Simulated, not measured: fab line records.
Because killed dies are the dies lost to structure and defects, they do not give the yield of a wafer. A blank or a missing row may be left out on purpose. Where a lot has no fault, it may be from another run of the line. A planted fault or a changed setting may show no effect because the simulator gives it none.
Lot-split experiment | flow n5Finfet | 21 wafers read across 7 lots, on a route 1938 steps long

THE SPLIT ITSELF
At N5_BEOL_M15_ETCH_61 (etches BARC in N2/H2, target depth 89 nm, overetch 26.7 nm, time 67.9 s), the setting biasW was moved away from the recipe's 150 W on 5 of the 21 wafers read, by +5.6% to +17.6%. This setting was run at the recipe's value on the other wafers.

Reading taken at the split's own step.

THE READING
rfVppV, in V, at N5_BEOL_M15_ETCH_61 (etches BARC in N2/H2, target depth 89 nm, overetch 26.7 nm, time 67.9 s). On this fab line, fault-free wafers typically give 523.2 V with a standard deviation of 2.8 V.

wafer  | tool, chamber at the split | biasW as run, W | against the recipe | rfVppV, V | against lot-mates on the recipe
L076.3 | rieDiel-01, 0              | 150             | recipe             | 525.3     | -
L076.4 | rieDiel-01, 3              | 150             | recipe             | 524.8     | -
L076.6 | rieDiel-01, 3              | 176.4           | +17.6%             | 583.0     | +58.0
L078.2 | rieDiel-04, 2              | 165.6           | +10.4%             | 556.3     | +33.3
L078.3 | rieDiel-04, 3              | 150             | recipe             | 522.1     | -
L078.5 | rieDiel-04, 2              | 150             | recipe             | 523.8     | -
L082.1 | rieDiel-01, 0              | 150             | recipe             | 524.7     | -
L082.4 | rieDiel-01, 1              | 150             | recipe             | 522.7     | -
L082.5 | rieDiel-01, 3              | 150             | recipe             | 526.2     | -
L081.1 | rieDiel-04, 1              | 174.4           | +16.3%             | 574.2     | +51.5
L081.5 | rieDiel-04, 2              | 150             | recipe             | 523.2     | -
L081.6 | rieDiel-04, 3              | 150             | recipe             | 522.3     | -
L083.1 | rieDiel-05, 2              | 150             | recipe             | 525.8     | -
L083.4 | rieDiel-05, 3              | 150             | recipe             | 520.2     | -
L083.6 | rieDiel-05, 3              | 150             | recipe             | 519.8     | -
L088.1 | rieDiel-05, 3              | 158.4           | +5.6%              | 538.2     | +17.9
L088.2 | rieDiel-05, 0              | 158.4           | +5.6%              | 546.3     | +26.0
L088.6 | rieDiel-05, 3              | 150             | recipe             | 520.3     | -
L093.1 | rieDiel-05, 0              | 150             | recipe             | 527.6     | -
L093.4 | rieDiel-05, 3              | 150             | recipe             | 519.7     | -
L093.5 | rieDiel-05, 2              | 150             | recipe             | 523.0     | -

THE FIT
A straight line over all 21 wafers: rfVppV changes by +3.27 V for each +1% of biasW; r = +0.99; the points scatter about the line by 2.6 V.
The same after taking each lot's own level away (the mean of its wafers on the recipe; 21 wafers): +3.27 V for each +1%; r = +0.99; scatter 2.6 V.
That fit puts the effect of the largest move of biasW on the reading at 58 V.
Across the lots, their own levels run from 520.30 to 525.05 V, a range of 1.7 times the standard deviation given above.
Hence the lot-to-lot level has little effect on the slope; both slopes agree.
Check: with one of the wafers moved furthest among these (+17.6%) left out of the fit, the line predicts +57.6 V for it against its lot-mates. Against them it came out at +58 V.
Tool readings at the split's step, against how far the setting was moved: rfVppV r = +0.99.

THE OTHER SPLITS THESE WAFERS WENT THROUGH
Other splits were also applied to these wafers ahead of the reading. Each is held against what the fit with the lots' levels taken away leaves over:
other split on the same wafers     | wafers away from the commonest value | r with rfVppV (lot level and that fit taken away)
N5_BEOL_M11_TRENCH_ETCH_37 sourceW | 5                                    | -0.05
N5_BEOL_M13_ETCH_68 timeS          | 5                                    | +0.07
N5_BEOL_M13_SPUTTER_44 timeS       | 4                                    | -0.13
N5_BEOL_M14_ETCH_68 timeS          | 4                                    | -0.03
N5_BEOL_M14_TRENCH_ETCH_34 biasW   | 5                                    | +0.38

FILE'S OWN FIT
rfVppV changes by +3.26 V for each +1% of biasW, r = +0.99.
